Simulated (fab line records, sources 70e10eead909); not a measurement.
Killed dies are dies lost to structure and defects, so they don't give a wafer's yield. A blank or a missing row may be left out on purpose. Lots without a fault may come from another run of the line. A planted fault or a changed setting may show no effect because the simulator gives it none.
Problem report in the 8D (eight disciplines) form, filled by code | flow nand_harc | the parts of the form that need people (team, actions taken, sign-off) are left out

1. THE PROBLEM
trench_depth_nm at NHARC_P_STI_OCD_MEAS_17 reads a mean of 239.7 nm on 6 wafers of 2 lots; wafers without a fault read 300.3 nm with a standard deviation of 2.4. That is -25 standard deviations from the usual mean.
First seen on wafer L471.1, day 7 17:43, on ocd-02. The record holds 36 wafers of 12 lots with a number at this step. Rule for "out", or "out of limits": more than 4 standard deviations from the usual mean. The other wafers with a number count as sound.

2. WHAT IT IS AND WHAT IT IS NOT
question                    | is                     | is not
which readings at this step | trench_depth_nm        | -
which lots                  | L471, L472             | L450, L451, L454, L455, L456, L458, L461, L462, L463, L473
which wafers of those lots  | all that have a number | -
read on which gauges        | ocd-02                 | ocd-01
when                        | from day 7 17:43       | up to then (27 sound wafers); but 3 sound wafers of L473 came after

3. SUSPECTS, AND WHAT RULES EACH OUT
Counting: a tool at a process step up to the reading stays a suspect if it ran every lot that is out and no sound lot after the first of them.
- the gauge at NHARC_P_STI_OCD_MEAS_17: ruled out. All the wafers that are out were read on ocd-02, but those of them that NHARC_P_STI_ETCH_15 has rows for are out there too, on other tools.
- rie_si-06 at NHARC_P_STI_ETCH_15 (etches the open film in HBr/Cl2, target depth 300 nm, time 100.1 s): kept. It ran every lot that is out, first L471 (day 7 17:31), and no sound lot after that; its last sound lot up to then is L461 (day 5 08:38). Its own readings are out on those wafers: oes_product_au.
Left after counting: rie_si-06 at NHARC_P_STI_ETCH_15.

4. THE CAUSE (what the simulator had put in)
Process parameter drift: rie_si-06, from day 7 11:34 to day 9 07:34, at NHARC_P_STI_ETCH_15. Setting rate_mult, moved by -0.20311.
Counting left only this tool.

5. THE CHAIN OF EFFECTS, in route order
Each row: a reading whose mean over the struck wafers that have a number lies more than 3 standard deviations from the usual. Only readings for which the record gives a usual standard deviation are gone through. hours: the time from each lot's start at the first step in this table that gives one to its start at this step, as a median over the lots. sigmas: the change in usual standard deviations.
hours | step                    | reading           | usual      | on struck wafers | change | sigmas
0     | NHARC_P_STI_ETCH_15     | oes_product_au    | 1.000 a.u. | 0.873            | -0.127 | -18
0     | NHARC_P_STI_OCD_MEAS_17 | trench_depth_nm   | 300.3 nm   | 239.7            | -60.6  | -25
0     | NHARC_P_STI_OCD_MEAS_17 | trench_foot_cd_nm | 158.8 nm   | 167.5            | +8.7   | +5.1
The process steps in it:
- NHARC_P_STI_ETCH_15: etches the open film in HBr/Cl2, target depth 300 nm, time 100.1 s.

6. WHAT WOULD HAVE CAUGHT IT SOONER
In this record the first reading out of limits at a measuring or inspecting step was taken at day 7 17:43, 6 hours after the fault began at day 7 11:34.
The tool's own readings at NHARC_P_STI_ETCH_15 were out on every struck wafer that the step has a row for (oes_product_au): an alarm limit on them would have fired on the first of those.
Of the lots that are out (2), L472 began NHARC_P_STI_ETCH_15 on rie_si-06 after day 7 17:43. A hold on the tool at that time would have spared it.
